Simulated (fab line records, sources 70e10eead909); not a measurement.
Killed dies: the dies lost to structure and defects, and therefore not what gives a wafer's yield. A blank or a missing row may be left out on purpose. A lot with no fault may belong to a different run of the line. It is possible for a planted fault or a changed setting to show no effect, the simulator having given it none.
Matching of chambers || flow nand_harc || NHARC_P_M2_DEP_33 on pecvd-03: 3 sister chambers
The step deposits SiCN, target thk 30 nm. 6 wafers are shown with their chamber, then 7 later ones without.

WAFERS, EACH WITH ITS CHAMBER
{"wafer": "L560.1", "chamber": 1, "heater_power_outer_w (W)": 337, "heater_power_w (W)": 572}
{"wafer": "L560.2", "chamber": 0, "heater_power_outer_w (W)": 254, "heater_power_w (W)": 481}
{"wafer": "L562.1", "chamber": 1, "heater_power_outer_w (W)": 341, "heater_power_w (W)": 564}
{"wafer": "L562.5", "chamber": 2, "heater_power_outer_w (W)": 316, "heater_power_w (W)": 600}
{"wafer": "L569.2", "chamber": 2, "heater_power_outer_w (W)": 253, "heater_power_w (W)": 503}
{"wafer": "L569.3", "chamber": 0, "heater_power_outer_w (W)": 315, "heater_power_w (W)": 571}

WAFERS WITH NO CHAMBER GIVEN
{"wafer": "L569.6", "heater_power_outer_w (W)": 308, "heater_power_w (W)": 547}
{"wafer": "L571.3", "heater_power_outer_w (W)": 302, "heater_power_w (W)": 589}
{"wafer": "L571.4", "heater_power_outer_w (W)": 306, "heater_power_w (W)": 592}
{"wafer": "L571.6", "heater_power_outer_w (W)": 315, "heater_power_w (W)": 548}
{"wafer": "L574.2", "heater_power_outer_w (W)": 241, "heater_power_w (W)": 488}
{"wafer": "L574.3", "heater_power_outer_w (W)": 311, "heater_power_w (W)": 575}
{"wafer": "L574.5", "heater_power_outer_w (W)": 249, "heater_power_w (W)": 486}

THE CHAMBER EACH PASSED THROUGH
{"wafer": "L569.6", "from the rows above": "can't be placed: 2 or 0 or 1", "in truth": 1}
{"wafer": "L571.3", "from the rows above": "can't be placed: 2 or 1 or 0", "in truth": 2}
{"wafer": "L571.4", "from the rows above": "can't be placed: 2 or 1 or 0", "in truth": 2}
{"wafer": "L571.6", "from the rows above": "can't be placed: 1 or 2 or 0", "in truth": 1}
{"wafer": "L574.2", "from the rows above": "can't be placed: 0 or 2 or 1", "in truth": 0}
{"wafer": "L574.3", "from the rows above": "can't be placed: 1 or 2 or 0", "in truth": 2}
{"wafer": "L574.5", "from the rows above": "can't be placed: 0 or 2 or 1", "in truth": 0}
Placed correctly: 0 of 7. Cannot be placed on the basis of these rows: 7; the candidates contain the true chamber in 7. 0 placed wrongly.
How it was worked out, from the rows above alone: a wafer's distance from a chamber is the root of the sum, over the readings, of the square of ((its reading less the chamber's mean) divided by the reading's scatter). If the next closest chamber is less than 2 further off than the closest, the wafer can't be placed; otherwise it belongs to the closest. Each chamber's mean is taken over the wafers shown for it. The scatter: take each reading less its chamber's mean, square it, sum over the shown wafers, divide by the number of wafers less the number of chambers, and take the root.
